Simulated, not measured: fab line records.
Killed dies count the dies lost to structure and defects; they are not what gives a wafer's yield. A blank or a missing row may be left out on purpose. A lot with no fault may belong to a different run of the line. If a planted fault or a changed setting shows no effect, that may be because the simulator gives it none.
Matching of chambers	flow nand-harc	NHARC_P_BONDPAD_DESCUM_11 on rie-diel-13 has 4 sister chambers
The step chemistry O2, time 3 s. 24 wafers are shown with their chamber, then 12 later ones without.

## EACH WAFER AND ITS CHAMBER
wafer	chamber	drypump-motor-current-A (A)	throttle-valve-pct (%)	rf-vpp-V (V)
L075.1	1	5.6	11.316	59.0
L075.2	3	5.5	11.298	58.2
L075.4	0	6.5	11.307	58.8
L074.1	2	4.7	11.311	56.8
L074.3	1	5.6	11.316	57.7
L074.4	0	6.5	11.317	57.9
L079.3	2	4.8	11.301	56.7
L079.4	0	6.5	11.309	57.0
L079.6	0	6.5	11.306	56.8
L080.4	0	6.5	11.309	56.9
L080.5	2	4.8	11.317	57.7
L080.6	3	5.5	11.307	57.0
L082.2	2	4.7	11.330	58.3
L082.3	3	5.5	11.302	57.8
L082.5	2	4.8	11.316	57.0
L083.1	1	5.6	11.330	58.4
L083.3	0	6.5	11.301	59.0
L083.5	1	5.6	11.306	60.4
L084.2	1	5.6	11.322	57.9
L084.3	2	4.7	11.317	57.4
L084.6	0	6.5	11.294	59.2
L085.2	2	4.7	11.326	58.1
L085.3	1	5.6	11.302	56.9
L085.6	2	4.7	11.299	59.0

SIGNATURES (averages over the wafers above)
reading	chamber 0	chamber 1	chamber 2	chamber 3	scatter within a chamber
drypump-motor-current-A	6.500	5.600	4.737	5.500	0.0306
throttle-valve-pct	11.30614	11.31533	11.31462	11.30233	0.00921
rf-vpp-V	57.943	58.383	57.625	57.667	0.984
Rule: a wafer lies at a distance from a chamber equal to the root of the sum of squares, over the readings, of (its reading less the chamber's mean, divided by the reading's scatter). The wafer belongs to the nearest chamber; if the next one is less than 2 further off, it can't be placed. The scatter: take each reading less its chamber's mean, square it, sum over the shown wafers, divide by the number of wafers less the number of chambers, and take the root.

## WAFERS WHOSE CHAMBER IS MISSING
wafer	drypump-motor-current-A (A)	throttle-valve-pct (%)	rf-vpp-V (V)
L086.1	6.5	11.324	57.6
L086.5	5.5	11.302	56.4
L086.6	4.7	11.296	58.2
L089.3	5.6	11.295	57.8
L089.4	5.5	11.315	56.9
L089.5	5.5	11.303	56.6
L093.2	5.5	11.319	58.7
L093.4	6.5	11.306	57.7
L093.6	5.5	11.325	57.5
L097.2	4.7	11.303	57.8
L097.3	5.6	11.304	57.3
L097.6	5.5	11.302	58.1

## THE CHAMBER EACH PASSED THROUGH
wafer	from the rows above	in truth
L086.1	0	0
L086.5	3	3
L086.6	2	2
L089.3	can't be placed: 1 or 3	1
L089.4	3	3
L089.5	3	3
L093.2	can't be placed: 3 or 1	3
L093.4	0	0
L093.6	can't be placed: 3 or 1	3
L097.2	2	2
L097.3	can't be placed: 1 or 3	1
L097.6	3	3
Correct placement for 8 of the 12. Not placeable from these rows: 4 (in 4, the candidates include the true chamber). Placed wrongly: 0.
